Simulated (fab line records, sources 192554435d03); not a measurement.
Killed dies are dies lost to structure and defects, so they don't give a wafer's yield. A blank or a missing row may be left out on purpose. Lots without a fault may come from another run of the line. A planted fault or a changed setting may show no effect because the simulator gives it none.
Chamber matching | flow n5_finfet | N5_BEOL_M6_ETCH_61 on rie_diel-01: 4 sister chambers
The step etches SiARC in CF4, target depth 45.5 nm, time 75.8 s. 8 wafers are shown with their chamber, then 8 later ones without.

WAFERS WITH THEIR CHAMBER
wafer  | chamber | drypump_motor_current_A (A) | showerhead_plenum_p_Torr (Torr)
L084.1 | 1       | 6.5                         | 2.08
L085.1 | 1       | 6.4                         | 2.08
L085.4 | 2       | 5.4                         | 2.19
L085.6 | 0       | 6.2                         | 2.05
L091.2 | 3       | 5.1                         | 1.94
L091.5 | 3       | 5.1                         | 1.94
L091.6 | 0       | 6.2                         | 2.04
L092.1 | 2       | 5.4                         | 2.18

WAFERS WITHOUT THEIR CHAMBER
wafer  | drypump_motor_current_A (A) | showerhead_plenum_p_Torr (Torr)
L092.2 | 5.1                         | 1.94
L092.4 | 6.3                         | 2.04
L094.1 | 6.2                         | 2.04
L094.3 | 5.5                         | 2.19
L094.4 | 5.4                         | 2.19
L097.1 | 5.4                         | 2.18
L097.5 | 5.4                         | 2.18
L097.6 | 5.1                         | 1.94

WHICH CHAMBER EACH WENT THROUGH
wafer  | from the rows above | in truth
L092.2 | 3                   | 3
L092.4 | 0                   | 0
L094.1 | 0                   | 0
L094.3 | 2                   | 2
L094.4 | 2                   | 2
L097.1 | 2                   | 2
L097.5 | 2                   | 2
L097.6 | 3                   | 3
Placed correctly: 8 of 8. Can't be placed from these rows: 0. Placed wrongly: 0.
How it was worked out, from the rows above alone: a wafer's distance from a chamber is the root of the sum, over the readings, of the square of ((its reading less the chamber's mean) divided by the reading's scatter). The wafer belongs to the nearest chamber; if the next one is less than 2 further off, it can't be placed. A chamber's mean is the mean of its shown wafers. The scatter: the root of (the sum of the squares of (reading less its chamber's mean) over the shown wafers, divided by (wafers less chambers)).
